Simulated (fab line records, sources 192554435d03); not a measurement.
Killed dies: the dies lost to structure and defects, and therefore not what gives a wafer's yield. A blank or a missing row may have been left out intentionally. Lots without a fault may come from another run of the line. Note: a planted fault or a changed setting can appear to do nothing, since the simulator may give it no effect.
Matching of chambers :: flow n5_finfet :: N5_ZERO_LAYER_ETCH_17 on rie_diel-06: 4 sister chambers
The step etches SiO2 in CF4, target depth 12 nm, time 13.3 s. 4 wafers are shown with their chamber, then 8 later ones without.

## WAFERS, EACH WITH ITS CHAMBER
wafer: L078.4
chamber: 2
showerhead_plenum_p_Torr (Torr): 2.08

wafer: L079.3
chamber: 1
showerhead_plenum_p_Torr (Torr): 2.08

wafer: L083.3
chamber: 3
showerhead_plenum_p_Torr (Torr): 2.05

wafer: L089.1
chamber: 0
showerhead_plenum_p_Torr (Torr): 2.22

## WAFERS WITHOUT THEIR CHAMBER
wafer: L089.4
showerhead_plenum_p_Torr (Torr): 2.07

wafer: L089.6
showerhead_plenum_p_Torr (Torr): 2.07

wafer: L092.3
showerhead_plenum_p_Torr (Torr): 2.04

wafer: L092.5
showerhead_plenum_p_Torr (Torr): 2.07

wafer: L092.6
showerhead_plenum_p_Torr (Torr): 2.07

wafer: L096.2
showerhead_plenum_p_Torr (Torr): 2.04

wafer: L096.3
showerhead_plenum_p_Torr (Torr): 2.22

wafer: L096.5
showerhead_plenum_p_Torr (Torr): 2.07

## WHICH CHAMBER EACH WENT THROUGH
wafer: L089.4
from the rows above: can't be placed: 1 or 2 or 3
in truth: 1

wafer: L089.6
from the rows above: can't be placed: 1 or 2 or 3
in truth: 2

wafer: L092.3
from the rows above: 3
in truth: 3

wafer: L092.5
from the rows above: can't be placed: 1 or 2 or 3
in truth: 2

wafer: L092.6
from the rows above: can't be placed: 1 or 2 or 3
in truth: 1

wafer: L096.2
from the rows above: 3
in truth: 3

wafer: L096.3
from the rows above: 0
in truth: 0

wafer: L096.5
from the rows above: can't be placed: 1 or 2 or 3
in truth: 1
Placed correctly: 3 of 8. Not placeable from these rows: 5 (in 5, the candidates include the true chamber). Wrongly placed: 0.
How it was worked out, from the rows above alone: a wafer's distance from a chamber is the root of the sum, over the readings, of the square of ((its reading less the chamber's mean) divided by the reading's scatter). If the next closest chamber is less than 2 further off than the closest, the wafer can't be placed; otherwise it belongs to the closest. A chamber's mean is the mean of its shown wafers. The scatter: with one shown wafer a chamber, the root of the mean of the squares of how far each hidden wafer lies from its nearest shown one.
